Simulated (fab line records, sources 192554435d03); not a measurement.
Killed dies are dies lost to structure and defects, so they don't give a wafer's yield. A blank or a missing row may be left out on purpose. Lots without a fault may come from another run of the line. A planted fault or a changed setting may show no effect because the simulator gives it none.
Chamber matching | flow n5_finfet | N5_HKMG_FIN_CVD_62 on thermal_cvd_si-01: 3 sister chambers
The step deposits a-Si from Si2H6, target thk 3 nm, time 20.8 s. 24 wafers are shown with their chamber, then 12 later ones without.

WAFERS WITH THEIR CHAMBER
wafer  | chamber | heater_power_w (W) | heater_power_outer_w (W)
L075.1 | 2       | 1268               | 958
L075.2 | 0       | 1440               | 839
L075.4 | 2       | 1339               | 973
L077.2 | 2       | 1326               | 951
L077.3 | 0       | 1429               | 856
L077.4 | 1       | 1482               | 941
L079.1 | 0       | 1457               | 865
L079.2 | 1       | 1491               | 927
L079.4 | 1       | 1468               | 917
L081.1 | 2       | 1316               | 972
L081.5 | 0       | 1440               | 871
L081.6 | 2       | 1337               | 966
L083.2 | 2       | 1304               | 974
L083.4 | 1       | 1465               | 947
L083.6 | 2       | 1308               | 953
L085.2 | 1       | 1484               | 940
L085.3 | 2       | 1300               | 979
L085.6 | 1       | 1522               | 931
L087.1 | 1       | 1494               | 940
L087.2 | 0       | 1457               | 843
L087.5 | 2       | 1321               | 978
L089.1 | 1       | 1515               | 923
L089.3 | 2       | 1317               | 950
L089.4 | 2       | 1318               | 978

SIGNATURES (means of the wafers above)
reading              | chamber 0 | chamber 1 | chamber 2 | scatter within a chamber
heater_power_w       | 1444.60   | 1490.12   | 1314.00   | 18.6
heater_power_outer_w | 854.80    | 933.25    | 966.55    | 11.6
Rule: a wafer's distance from a chamber is the root of the sum, over the readings, of the square of ((its reading less the chamber's mean) divided by the reading's scatter). The wafer belongs to the nearest chamber; if the next one is less than 2 further off, it can't be placed. The scatter: the root of (the sum of the squares of (reading less its chamber's mean) over the shown wafers, divided by (wafers less chambers)).

WAFERS WITHOUT THEIR CHAMBER
wafer  | heater_power_w (W) | heater_power_outer_w (W)
L091.1 | 1445               | 861
L091.4 | 1348               | 975
L091.5 | 1499               | 936
L093.1 | 1423               | 852
L093.3 | 1343               | 985
L093.4 | 1344               | 966
L095.1 | 1526               | 940
L095.2 | 1396               | 859
L095.3 | 1313               | 970
L097.2 | 1475               | 937
L097.4 | 1428               | 862
L097.5 | 1337               | 974

WHICH CHAMBER EACH WENT THROUGH
wafer  | from the rows above | in truth
L091.1 | 0                   | 0
L091.4 | 2                   | 2
L091.5 | 1                   | 1
L093.1 | 0                   | 0
L093.3 | 2                   | 2
L093.4 | 2                   | 2
L095.1 | 1                   | 1
L095.2 | 0                   | 0
L095.3 | 2                   | 2
L097.2 | 1                   | 1
L097.4 | 0                   | 0
L097.5 | 2                   | 2
Placed correctly: 12 of 12. Can't be placed from these rows: 0. Placed wrongly: 0.
